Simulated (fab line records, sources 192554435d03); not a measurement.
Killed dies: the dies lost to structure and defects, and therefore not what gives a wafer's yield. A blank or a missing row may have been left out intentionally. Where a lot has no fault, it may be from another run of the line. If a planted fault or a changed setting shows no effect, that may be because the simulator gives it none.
The same fault as seen by 2 desks -- flow n5Finfet -- every desk sees just its own numbers, and what lay behind them comes last

THE TOOL OWNER'S DESK: aldMetal-02
The tool's own readings at N5_BEOL_M10_ALD_74 (deposits TaN, target thk 2 nm, pulse time 2 s, purge time 3 s): means of the sampled wafers that have a number, for each lot that ran on this tool. The brackets show how far a lot's mean lies from the usual mean; more than 4 standard deviations puts the lot out of limits, marked OUT.
Columns: A = heaterPowerOuterW at N5_BEOL_M10_ALD_74, usual 228 W; B = heaterPowerW at N5_BEOL_M10_ALD_74, usual 409 W; C = precursorVesselCarrierSccm at N5_BEOL_M10_ALD_74, usual 999.6 sccm
lot,first seen here,A,B,C
L432,day 10 01:57,225,388,1000.0
L435,day 10 16:29,237,427,1001.5
L440,day 12 01:35,204,400,1002.0
L441,day 12 22:41,222,384,1002.1
L444,day 13 09:23,255,439,1001.0
L452,day 16 02:45,230,388,999.4
L453,day 16 07:55,204,362,1002.4
L455,day 16 22:56,231,392,1000.4
This desk's finding: nothing out of limits on any of the 8 lots.

METROLOGY DESK
Means of the sampled wafers that have a number, per lot and without regard to the tool the lot ran on: this is what the gauges read. The brackets show how far a lot's mean lies from the usual mean; more than 4 standard deviations puts the lot out of limits, marked OUT.
Columns: A = cdNm at N5_BEOL_M10_CD_MEAS_28, usual 69.7 nm
lot,first seen here,A
L432,day 9 23:56,71.2
L433,day 10 06:10,70.0
L435,day 10 14:45,68.6
L437,day 10 23:52,67.8
L440,day 12 00:01,69.5
L441,day 12 20:40,70.8
L444,day 13 07:53,70.2
L445,day 13 14:04,69.2
L451,day 14 19:33,71.0
L452,day 15 23:08,68.9
L453,day 16 06:26,70.5
L455,day 16 19:26,70.3
This desk's finding: nothing out of limits on any of the 12 lots.

BROUGHT TOGETHER
The tool owner's desk saw nothing out of limits.
At the metrology desk, nothing out of limits was observed.

WHAT WAS PUT IN BY THE SIMULATOR
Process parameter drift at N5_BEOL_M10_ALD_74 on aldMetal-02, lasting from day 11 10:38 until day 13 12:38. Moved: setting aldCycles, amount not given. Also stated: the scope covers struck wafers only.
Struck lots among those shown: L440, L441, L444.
